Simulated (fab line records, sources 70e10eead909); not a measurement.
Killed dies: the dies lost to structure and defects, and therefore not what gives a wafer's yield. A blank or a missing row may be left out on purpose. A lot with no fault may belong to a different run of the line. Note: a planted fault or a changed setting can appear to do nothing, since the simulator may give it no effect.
The tool behind it: which one? || flow nand_harc || 12 lots, 36 wafers sampled, at 5 steps of a route of 1302

WHAT THE GAUGES READ, wafer by wafer
NHARC_A_BLC_INSPECT_28. Usual: raw_defect_count at 531, with a standard deviation of 140.
{"lot": "L529", "measured": "day 23 01:07", "on": "defect_inspect-01", "raw_defect_count": "342 364 293", "flag": ""}
{"lot": "L528", "measured": "day 23 05:57", "on": "defect_inspect-02", "raw_defect_count": "614 486 510", "flag": ""}
{"lot": "L530", "measured": "day 23 12:47", "on": "defect_inspect-02", "raw_defect_count": "433 496 453", "flag": ""}
{"lot": "L531", "measured": "day 23 15:03", "on": "defect_inspect-01", "raw_defect_count": "494 317 351", "flag": ""}
{"lot": "L535", "measured": "day 26 04:26", "on": "defect_inspect-02", "raw_defect_count": "432 539 469", "flag": ""}
{"lot": "L538", "measured": "day 26 20:35", "on": "defect_inspect-02", "raw_defect_count": "566 593 722", "flag": ""}
{"lot": "L539", "measured": "day 26 23:34", "on": "defect_inspect-01", "raw_defect_count": "408 462 420", "flag": ""}
{"lot": "L537", "measured": "day 27 01:48", "on": "defect_inspect-02", "raw_defect_count": "543 572 839", "flag": ""}
{"lot": "L542", "measured": "day 28 21:13", "on": "defect_inspect-01", "raw_defect_count": "558 436 601", "flag": ""}
{"lot": "L545", "measured": "day 30 09:21", "on": "defect_inspect-01", "raw_defect_count": "554 569 351", "flag": ""}
{"lot": "L546", "measured": "day 30 10:27", "on": "defect_inspect-02", "raw_defect_count": "554 690 610", "flag": ""}
{"lot": "L548", "measured": "day 30 16:57", "on": "defect_inspect-02", "raw_defect_count": "567 559 643", "flag": ""}

NHARC_A_M0_INSPECT_11. Usual: raw_defect_count at 94, with a standard deviation of 35.
{"lot": "L529", "measured": "day 23 02:01", "on": "defect_inspect-01", "raw_defect_count": "23 29 16", "flag": ""}
{"lot": "L528", "measured": "day 23 06:51", "on": "defect_inspect-01", "raw_defect_count": "52 38 57", "flag": ""}
{"lot": "L530", "measured": "day 23 13:49", "on": "defect_inspect-02", "raw_defect_count": "149 170 126", "flag": ""}
{"lot": "L531", "measured": "day 23 15:58", "on": "defect_inspect-01", "raw_defect_count": "65 50 57", "flag": ""}
{"lot": "L535", "measured": "day 26 05:20", "on": "defect_inspect-02", "raw_defect_count": "154 171 181", "flag": ""}
{"lot": "L538", "measured": "day 26 21:37", "on": "defect_inspect-02", "raw_defect_count": "131 134 114", "flag": ""}
{"lot": "L539", "measured": "day 27 00:36", "on": "defect_inspect-01", "raw_defect_count": "122 121 123", "flag": ""}
{"lot": "L537", "measured": "day 27 02:50", "on": "defect_inspect-01", "raw_defect_count": "88 105 92", "flag": ""}
{"lot": "L542", "measured": "day 28 22:14", "on": "defect_inspect-01", "raw_defect_count": "83 101 106", "flag": ""}
{"lot": "L545", "measured": "day 30 10:22", "on": "defect_inspect-01", "raw_defect_count": "80 84 75", "flag": ""}
{"lot": "L546", "measured": "day 30 11:28", "on": "defect_inspect-01", "raw_defect_count": "137 150 145", "flag": ""}
{"lot": "L548", "measured": "day 30 17:59", "on": "defect_inspect-01", "raw_defect_count": "87 89 92", "flag": ""}

NHARC_END_SORT_01. Usual: defect_limited_yield 91.1 %, standard deviation 2.8; killed_at_array 56, standard deviation 19; killed_at_other 1.0, standard deviation 1.5; killed_at_periphery 3.4, standard deviation 2.4; killed_dies 60, standard deviation 19; killed_open 3.3, standard deviation 1.8; killed_short 2.4, standard deviation 1.7; sort_bin_2_pct 3.2 %, standard deviation 1.3; sort_bin_3_pct 0.7 %, standard deviation 0.39; sort_bin_4_pct 4.9 %, standard deviation 1.6; sort_n_pass 617, standard deviation 19; sort_rim_yield_pct 89 %, standard deviation 4.2; sort_yield_pct 91.1 %, standard deviation 2.8.
{"lot": "L529", "measured": "day 24 17:45", "on": "prober-01", "defect_limited_yield (%)": "95.3 94.8 97.0", "killed_at_array": "28 26 16", "killed_at_other": "2 4 2", "killed_at_periphery": "2 5 2", "killed_dies": "32 35 20", "killed_open": "5 5 3", "killed_short": "2 6 0", "sort_bin_2_pct (%)": "2.1 1.9 0.7", "sort_bin_3_pct (%)": "0.1 0.1 0.1", "sort_bin_4_pct (%)": "2.5 3.1 2.1", "sort_n_pass": "645 642 657", "sort_rim_yield_pct (%)": "92 92 94", "sort_yield_pct (%)": "95.3 94.8 97.0", "flag": ""}
{"lot": "L528", "measured": "day 24 18:35", "on": "prober-02", "defect_limited_yield (%)": "94.8 95.7 93.8", "killed_at_array": "34 29 38", "killed_at_other": "0 0 1", "killed_at_periphery": "1 0 3", "killed_dies": "35 29 42", "killed_open": "4 2 4", "killed_short": "1 2 2", "sort_bin_2_pct (%)": "0.7 1.9 1.5", "sort_bin_3_pct (%)": "0.3 0.3 0.3", "sort_bin_4_pct (%)": "4.1 2.1 4.4", "sort_n_pass": "642 648 635", "sort_rim_yield_pct (%)": "89 92 90", "sort_yield_pct (%)": "94.8 95.7 93.8", "flag": ""}
{"lot": "L530", "measured": "day 25 05:41", "on": "prober-02", "defect_limited_yield (%)": "86.7 83.6 87.6", "killed_at_array": "89 107 79", "killed_at_other": "0 0 2", "killed_at_periphery": "1 4 3", "killed_dies": "90 111 84", "killed_open": "1 3 2", "killed_short": "0 1 1", "sort_bin_2_pct (%)": "4.3 6.9 5.0", "sort_bin_3_pct (%)": "0.6 0.9 0.6", "sort_bin_4_pct (%)": "8.4 8.6 6.8", "sort_n_pass": "587 566 593", "sort_rim_yield_pct (%)": "87 84 86", "sort_yield_pct (%)": "86.7 83.6 87.6", "flag": ""}
{"lot": "L531", "measured": "day 25 06:26", "on": "prober-01", "defect_limited_yield (%)": "94.5 93.9 92.8", "killed_at_array": "33 35 42", "killed_at_other": "1 2 2", "killed_at_periphery": "3 4 5", "killed_dies": "37 41 49", "killed_open": "1 4 6", "killed_short": "4 0 2", "sort_bin_2_pct (%)": "1.5 2.8 2.1", "sort_bin_3_pct (%)": "0.7 0 0", "sort_bin_4_pct (%)": "3.2 3.2 5.2", "sort_n_pass": "640 636 628", "sort_rim_yield_pct (%)": "89 84 84", "sort_yield_pct (%)": "94.5 93.9 92.8", "flag": ""}
{"lot": "L535", "measured": "day 27 20:59", "on": "prober-02", "defect_limited_yield (%)": "86.0 85.7 85.7", "killed_at_array": "88 94 89", "killed_at_other": "0 0 0", "killed_at_periphery": "7 3 8", "killed_dies": "95 97 97", "killed_open": "2 1 4", "killed_short": "2 3 5", "sort_bin_2_pct (%)": "5.3 5.2 6.5", "sort_bin_3_pct (%)": "1.3 1.3 1.2", "sort_bin_4_pct (%)": "7.4 7.8 6.6", "sort_n_pass": "582 580 580", "sort_rim_yield_pct (%)": "90 83 92", "sort_yield_pct (%)": "86.0 85.7 85.7", "flag": ""}
{"lot": "L538", "measured": "day 28 11:39", "on": "prober-02", "defect_limited_yield (%)": "87.7 87.7 88.2", "killed_at_array": "78 83 79", "killed_at_other": "0 0 0", "killed_at_periphery": "5 0 1", "killed_dies": "83 83 80", "killed_open": "6 4 6", "killed_short": "5 2 1", "sort_bin_2_pct (%)": "4.0 4.7 3.4", "sort_bin_3_pct (%)": "1.2 1.0 1.0", "sort_bin_4_pct (%)": "7.1 6.5 7.4", "sort_n_pass": "594 594 597", "sort_rim_yield_pct (%)": "87 88 89", "sort_yield_pct (%)": "87.7 87.7 88.2", "flag": ""}
{"lot": "L539", "measured": "day 28 19:29", "on": "prober-02", "defect_limited_yield (%)": "89.2 89.7 88.2", "killed_at_array": "71 70 80", "killed_at_other": "0 0 0", "killed_at_periphery": "2 0 0", "killed_dies": "73 70 80", "killed_open": "4 1 5", "killed_short": "1 2 2", "sort_bin_2_pct (%)": "3.7 3.1 4.0", "sort_bin_3_pct (%)": "1.0 1.0 0.7", "sort_bin_4_pct (%)": "6.1 6.2 7.1", "sort_n_pass": "604 607 597", "sort_rim_yield_pct (%)": "90 92 85", "sort_yield_pct (%)": "89.2 89.7 88.2", "flag": ""}
{"lot": "L537", "measured": "day 28 21:05", "on": "prober-01", "defect_limited_yield (%)": "94.1 90.4 93.2", "killed_at_array": "36 58 38", "killed_at_other": "1 3 0", "killed_at_periphery": "3 4 8", "killed_dies": "40 65 46", "killed_open": "3 4 6", "killed_short": "3 4 1", "sort_bin_2_pct (%)": "2.2 3.5 3.1", "sort_bin_3_pct (%)": "0.6 0.3 0.9", "sort_bin_4_pct (%)": "3.1 5.8 2.8", "sort_n_pass": "637 612 631", "sort_rim_yield_pct (%)": "88 89 87", "sort_yield_pct (%)": "94.1 90.4 93.2", "flag": ""}
{"lot": "L542", "measured": "day 30 15:17", "on": "prober-02", "defect_limited_yield (%)": "92.2 92.0 92.5", "killed_at_array": "51 52 46", "killed_at_other": "0 0 0", "killed_at_periphery": "2 2 5", "killed_dies": "53 54 51", "killed_open": "2 1 1", "killed_short": "1 0 1", "sort_bin_2_pct (%)": "2.4 3.2 3.1", "sort_bin_3_pct (%)": "1.0 1.0 0.4", "sort_bin_4_pct (%)": "4.4 3.7 4.0", "sort_n_pass": "624 623 626", "sort_rim_yield_pct (%)": "87 87 88", "sort_yield_pct (%)": "92.2 92.0 92.5", "flag": ""}
{"lot": "L545", "measured": "day 32 03:11", "on": "prober-02", "defect_limited_yield (%)": "93.2 92.0 93.8", "killed_at_array": "45 51 38", "killed_at_other": "0 2 0", "killed_at_periphery": "1 1 4", "killed_dies": "46 54 42", "killed_open": "1 1 3", "killed_short": "2 1 4", "sort_bin_2_pct (%)": "1.9 3.2 1.8", "sort_bin_3_pct (%)": "0.9 0.7 0.7", "sort_bin_4_pct (%)": "4.0 4.0 3.7", "sort_n_pass": "631 623 635", "sort_rim_yield_pct (%)": "85 92 91", "sort_yield_pct (%)": "93.2 92.0 93.8", "flag": ""}
{"lot": "L546", "measured": "day 32 03:55", "on": "prober-01", "defect_limited_yield (%)": "89.8 88.6 89.2", "killed_at_array": "66 68 69", "killed_at_other": "3 3 2", "killed_at_periphery": "0 6 2", "killed_dies": "69 77 73", "killed_open": "0 3 1", "killed_short": "1 3 4", "sort_bin_2_pct (%)": "4.1 4.4 4.7", "sort_bin_3_pct (%)": "0.9 0.9 1.0", "sort_bin_4_pct (%)": "5.2 6.1 5.0", "sort_n_pass": "608 600 604", "sort_rim_yield_pct (%)": "89 90 85", "sort_yield_pct (%)": "89.8 88.6 89.2", "flag": ""}
{"lot": "L548", "measured": "day 33 00:57", "on": "prober-02", "defect_limited_yield (%)": "93.6 91.7 92.6", "killed_at_array": "38 52 49", "killed_at_other": "0 0 0", "killed_at_periphery": "5 4 1", "killed_dies": "43 56 50", "killed_open": "5 4 5", "killed_short": "2 2 3", "sort_bin_2_pct (%)": "2.7 3.4 2.8", "sort_bin_3_pct (%)": "0.3 0.4 0.6", "sort_bin_4_pct (%)": "3.4 4.4 4.0", "sort_n_pass": "634 621 627", "sort_rim_yield_pct (%)": "87 85 86", "sort_yield_pct (%)": "93.6 91.7 92.6", "flag": ""}

WHICH TOOL RAN EACH LOT (tool, then ch and the chambers of the sampled wafers, then the start)
{"lot": "L529", "NHARC_A_BLC_STRIP_21": "rie_diel-11 ch 0,2,3, day 22 23:19", "NHARC_A_M0_EXPOSE_06": "arfi_scanner-03 ch 0, day 23 01:45"}
{"lot": "L528", "NHARC_A_BLC_STRIP_21": "rie_diel-10 ch 0,2,3, day 23 04:09", "NHARC_A_M0_EXPOSE_06": "arfi_scanner-03 ch 0, day 23 06:35"}
{"lot": "L530", "NHARC_A_BLC_STRIP_21": "rie_diel-10 ch 0,1,3, day 23 10:59", "NHARC_A_M0_EXPOSE_06": "arfi_scanner-02 ch 0, day 23 13:33"}
{"lot": "L531", "NHARC_A_BLC_STRIP_21": "rie_diel-11 ch 0,1,2, day 23 13:16", "NHARC_A_M0_EXPOSE_06": "arfi_scanner-02 ch 0, day 23 15:41"}
{"lot": "L535", "NHARC_A_BLC_STRIP_21": "rie_diel-11 ch 0,2,3, day 26 02:37", "NHARC_A_M0_EXPOSE_06": "arfi_scanner-03 ch 0, day 26 05:04"}
{"lot": "L538", "NHARC_A_BLC_STRIP_21": "rie_diel-10 ch 0,2,3, day 26 18:49", "NHARC_A_M0_EXPOSE_06": "arfi_scanner-01 ch 0, day 26 21:21"}
{"lot": "L539", "NHARC_A_BLC_STRIP_21": "rie_diel-10 ch 1,2,3, day 26 21:47", "NHARC_A_M0_EXPOSE_06": "arfi_scanner-02 ch 0, day 27 00:20"}
{"lot": "L537", "NHARC_A_BLC_STRIP_21": "rie_diel-10 ch 0,1,3, day 26 23:59", "NHARC_A_M0_EXPOSE_06": "arfi_scanner-03 ch 0, day 27 02:34"}
{"lot": "L542", "NHARC_A_BLC_STRIP_21": "rie_diel-11 ch 1,2,3, day 28 19:26", "NHARC_A_M0_EXPOSE_06": "arfi_scanner-01 ch 0, day 28 21:59"}
{"lot": "L545", "NHARC_A_BLC_STRIP_21": "rie_diel-11 ch 1,2,3, day 30 07:34", "NHARC_A_M0_EXPOSE_06": "arfi_scanner-01 ch 0, day 30 10:07"}
{"lot": "L546", "NHARC_A_BLC_STRIP_21": "rie_diel-10 ch 2,3, day 30 08:10", "NHARC_A_M0_EXPOSE_06": "arfi_scanner-02 ch 0, day 30 11:13"}
{"lot": "L548", "NHARC_A_BLC_STRIP_21": "rie_diel-10 ch 2,3, day 30 14:40", "NHARC_A_M0_EXPOSE_06": "arfi_scanner-01 ch 0, day 30 17:43"}
- NHARC_A_BLC_STRIP_21: strips in O2.
- NHARC_A_M0_EXPOSE_06: exposes mask A M0, target cd 80 nm.

AS READ BY THE TOOLS THEMSELVES (means over the sampled wafers that have a number; for cases with no such wafer, the mark the record gives instead)
NHARC_A_BLC_STRIP_21. Usual: drypump_motor_current_A 5.8 A, standard deviation 0.54; oes_product_au 1.001 a.u., standard deviation 0.0076; rf_vpp_V 57.7 V, standard deviation 0.94; showerhead_plenum_p_Torr 3.50 Torr, standard deviation 0.17; throttle_valve_pct 17.038 %, standard deviation 0.0094.
{"lot": "L529", "tool": "rie_diel-11", "drypump_motor_current_A (A)": 5.6, "oes_product_au (a.u.)": 0.999, "rf_vpp_V (V)": 58.2, "showerhead_plenum_p_Torr (Torr)": 3.48, "throttle_valve_pct (%)": 17.045, "flag": ""}
{"lot": "L528", "tool": "rie_diel-10", "drypump_motor_current_A (A)": 6.0, "oes_product_au (a.u.)": 0.996, "rf_vpp_V (V)": 57.4, "showerhead_plenum_p_Torr (Torr)": 3.61, "throttle_valve_pct (%)": 17.045, "flag": ""}
{"lot": "L530", "tool": "rie_diel-10", "drypump_motor_current_A (A)": 6.0, "oes_product_au (a.u.)": 1.000, "rf_vpp_V (V)": 58.5, "showerhead_plenum_p_Torr (Torr)": 3.58, "throttle_valve_pct (%)": 17.033, "flag": ""}
{"lot": "L531", "tool": "rie_diel-11", "drypump_motor_current_A (A)": 5.7, "oes_product_au (a.u.)": 0.999, "rf_vpp_V (V)": 57.7, "showerhead_plenum_p_Torr (Torr)": 3.48, "throttle_valve_pct (%)": 17.035, "flag": ""}
{"lot": "L535", "tool": "rie_diel-11", "drypump_motor_current_A (A)": 5.6, "oes_product_au (a.u.)": 1.005, "rf_vpp_V (V)": 57.6, "showerhead_plenum_p_Torr (Torr)": 3.48, "throttle_valve_pct (%)": 17.041, "flag": ""}
{"lot": "L538", "tool": "rie_diel-10", "drypump_motor_current_A (A)": 6.0, "oes_product_au (a.u.)": 0.999, "rf_vpp_V (V)": 57.5, "showerhead_plenum_p_Torr (Torr)": 3.61, "throttle_valve_pct (%)": 17.042, "flag": ""}
{"lot": "L539", "tool": "rie_diel-10", "drypump_motor_current_A (A)": 6.2, "oes_product_au (a.u.)": 0.997, "rf_vpp_V (V)": 57.4, "showerhead_plenum_p_Torr (Torr)": 3.47, "throttle_valve_pct (%)": 17.031, "flag": ""}
{"lot": "L537", "tool": "rie_diel-10", "drypump_motor_current_A (A)": 6.0, "oes_product_au (a.u.)": 0.995, "rf_vpp_V (V)": 58.6, "showerhead_plenum_p_Torr (Torr)": 3.58, "throttle_valve_pct (%)": 17.034, "flag": ""}
{"lot": "L542", "tool": "rie_diel-11", "drypump_motor_current_A (A)": 5.8, "oes_product_au (a.u.)": 1.005, "rf_vpp_V (V)": 57.9, "showerhead_plenum_p_Torr (Torr)": 3.43, "throttle_valve_pct (%)": 17.042, "flag": ""}
{"lot": "L545", "tool": "rie_diel-11", "drypump_motor_current_A (A)": 5.8, "oes_product_au (a.u.)": 1.003, "rf_vpp_V (V)": 57.5, "showerhead_plenum_p_Torr (Torr)": 3.43, "throttle_valve_pct (%)": 17.039, "flag": ""}
{"lot": "L546", "tool": "rie_diel-10", "drypump_motor_current_A (A)": 6.3, "oes_product_au (a.u.)": 1.004, "rf_vpp_V (V)": 57.4, "showerhead_plenum_p_Torr (Torr)": 3.55, "throttle_valve_pct (%)": 17.042, "flag": ""}
{"lot": "L548", "tool": "rie_diel-10", "drypump_motor_current_A (A)": 6.3, "oes_product_au (a.u.)": 0.999, "rf_vpp_V (V)": 56.5, "showerhead_plenum_p_Torr (Torr)": 3.55, "throttle_valve_pct (%)": 17.039, "flag": ""}

NHARC_A_M0_EXPOSE_06. Usual: exposure_dose_mJ_cm2 at 83.25, with a standard deviation of 0.094.
{"lot": "L529", "tool": "arfi_scanner-03", "exposure_dose_mJ_cm2": 83.26, "flag": ""}
{"lot": "L528", "tool": "arfi_scanner-03", "exposure_dose_mJ_cm2": 83.33, "flag": ""}
{"lot": "L530", "tool": "arfi_scanner-02", "exposure_dose_mJ_cm2": 83.19, "flag": ""}
{"lot": "L531", "tool": "arfi_scanner-02", "exposure_dose_mJ_cm2": 83.20, "flag": ""}
{"lot": "L535", "tool": "arfi_scanner-03", "exposure_dose_mJ_cm2": 82.29, "flag": "OFF"}
{"lot": "L538", "tool": "arfi_scanner-01", "exposure_dose_mJ_cm2": 83.26, "flag": ""}
{"lot": "L539", "tool": "arfi_scanner-02", "exposure_dose_mJ_cm2": 83.24, "flag": ""}
{"lot": "L537", "tool": "arfi_scanner-03", "exposure_dose_mJ_cm2": 82.50, "flag": "OFF"}
{"lot": "L542", "tool": "arfi_scanner-01", "exposure_dose_mJ_cm2": 83.15, "flag": ""}
{"lot": "L545", "tool": "arfi_scanner-01", "exposure_dose_mJ_cm2": 83.28, "flag": ""}
{"lot": "L546", "tool": "arfi_scanner-02", "exposure_dose_mJ_cm2": 83.15, "flag": ""}
{"lot": "L548", "tool": "arfi_scanner-01", "exposure_dose_mJ_cm2": 83.34, "flag": ""}

THE ANSWER, worked out from the rows above alone
Rule: a lot is off if the mean of its wafers that have a number lies more than 3 standard deviations from the usual mean. Also off: a lot with no number at a reading for which 4 or more lots have one. All remaining lots with rows at the step are treated as sound. The gauges are gone through in route order, then the tools' own readings, and for those a lot's mean is taken as printed above. The first step at which some lot is off is used, and at that step the reading that is off furthest; a lot without a number counts as furthest.
Off: L535, L537, at NHARC_A_M0_EXPOSE_06 (exposure_dose_mJ_cm2).
A tool fits if, at that step or a process step before it, it ran every lot that is off, and no sound lot after the first of them. One candidate fits, namely arfi_scanner-03 at NHARC_A_M0_EXPOSE_06. A fault onset in the window from L528 (day 23 06:35, its last sound lot) to L535 (day 26 05:04, its first lot off) fits.
On the lots that are off, the tool's own readings at NHARC_A_M0_EXPOSE_06 differ by more than 5 times the standard deviation of the sound lots' means, which bears it out; exposure_dose_mJ_cm2 reads 82.40 there versus 83.24 on the sound lots.

WHAT THE SIMULATOR HAD PUT IN
Process parameters drifting: arfi_scanner-03 at NHARC_A_M0_EXPOSE_06, beginning at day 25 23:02. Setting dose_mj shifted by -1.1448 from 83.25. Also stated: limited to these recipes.
Struck lots among those shown: L535, L537. Same finding as the rule above.
